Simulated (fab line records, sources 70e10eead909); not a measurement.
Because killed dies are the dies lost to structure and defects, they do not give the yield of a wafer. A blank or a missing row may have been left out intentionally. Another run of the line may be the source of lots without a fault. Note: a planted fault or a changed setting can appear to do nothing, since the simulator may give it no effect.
Comparing a struck lot with a sound one ; flow nand-harc ; 15 out of 1159 route steps
Sound: wafers L909.1, L909.3, L909.4. Wafers L904.1, L904.4, L904.6 were the ones struck. The cause is given at the end.
Each step with rows lists, per side, the tool, then ch with its chambers, then its first start. Under that, the readings that differ: sound wafers ; struck wafers ; difference of the means ; sigmas: that difference in standard deviations of wafers without a fault.
alike: words and numbers the same on both sides, and readings whose means are apart by under 2 such deviations; not compared: readings that were withheld, readings missing a value for some wafer, numbers with overlapping values and no deviation given by the record, and bounds like >300 which may hide the same value.
Wherever a step has rows on one side only, a row that says differs or no value, or a row with sigmas, the two part there. When numbers do not overlap yet have no deviation, they are printed without sigmas and do not part them. Lack of a reading on every wafer of one side parts them only where that side has two or more wafers.

first, 1 step without rows for these wafers: NHARC_P_GATE_HARDBAKE_47 (time 80 s).
NHARC_P_GATE_DESCUM_48: chemistry O2, time 3 s.
  sound on rie-diel-13 ch 0,2,3, day 8 20:38; struck on rie-diel-07 ch 0,3, day 7 16:35
  alike: drypump-motor-current-A, oes-product-au, rf-vpp-V, showerhead-plenum-p-Torr, throttle-valve-pct
  not compared: rf-hours-counter-h
after that, 1 step had no rows for these wafers: NHARC_P_GATE_IMPLANT_49.
NHARC_P_GATE_STRIP_111: strips in N2/H2, time 250 s.
  sound on plasma-asher-01 ch 0,1, day 8 21:21; struck on plasma-asher-01 ch 0,1, day 7 17:11
  alike: drypump-motor-current-A, heater-power-w
  not compared: rf-hours-counter-h
NHARC_P_GATE_STRIP_75: strips in O2.
  sound on plasma-asher-01 ch 0,1, day 8 21:37; struck on plasma-asher-01 ch 0,1, day 7 17:26
  alike: drypump-motor-current-A, heater-power-w
  not compared: rf-hours-counter-h
then, 7 steps without rows for these wafers: NHARC_P_GATE_STRIP_50 (strips in SPM, time 900 s); NHARC_P_GATE_DEHYDRATE_51 (time 120 s); NHARC_P_GATE_HMDS_52 (time 30 s); NHARC_P_GATE_COAT_53; NHARC_P_GATE_SOFTBAKE_54 (time 95 s); NHARC_P_GATE_EBR_55; NHARC_P_GATE_EXPOSE_56 (exposes mask P PSD, target cd 720 nm).
NHARC_P_GATE_PEB_57: peb time 85 s.
  sound on litho-track-02 ch 0, day 8 22:18; struck on litho-track-03 ch 0, day 7 18:08
reading;sound;struck;difference;sigmas
heater-power-total-W (W);163.58 164.04 164.06;167.41 167.28 167.02;+3.34;+13
plate-temp-C (C);118.02 117.93 117.99;119.56 119.73 119.98;+1.78;+14
  alike: exhaust-pa
then, 1 step without rows for these wafers: NHARC_P_GATE_DEVELOP_58 (time 70 s).
-- jump in the record: it breaks off in module P_GATE and resumes in module END (first step shown: number 1159 of the route), and 14 days separate the struck wafers' starts before and after --
NHARC_END_SORT_01:
  the record has rows for the struck wafers here (prober-01 ch 0, day 21 10:14) and none for the sound ones

WHERE THEY PART
Earliest at NHARC_P_GATE_PEB_57; latest, in this record, at NHARC_END_SORT_01.

WHY: what had been put in by the simulator
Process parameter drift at NHARC_P_GATE_PEB_57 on litho-track-03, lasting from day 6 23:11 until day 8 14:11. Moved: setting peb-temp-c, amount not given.
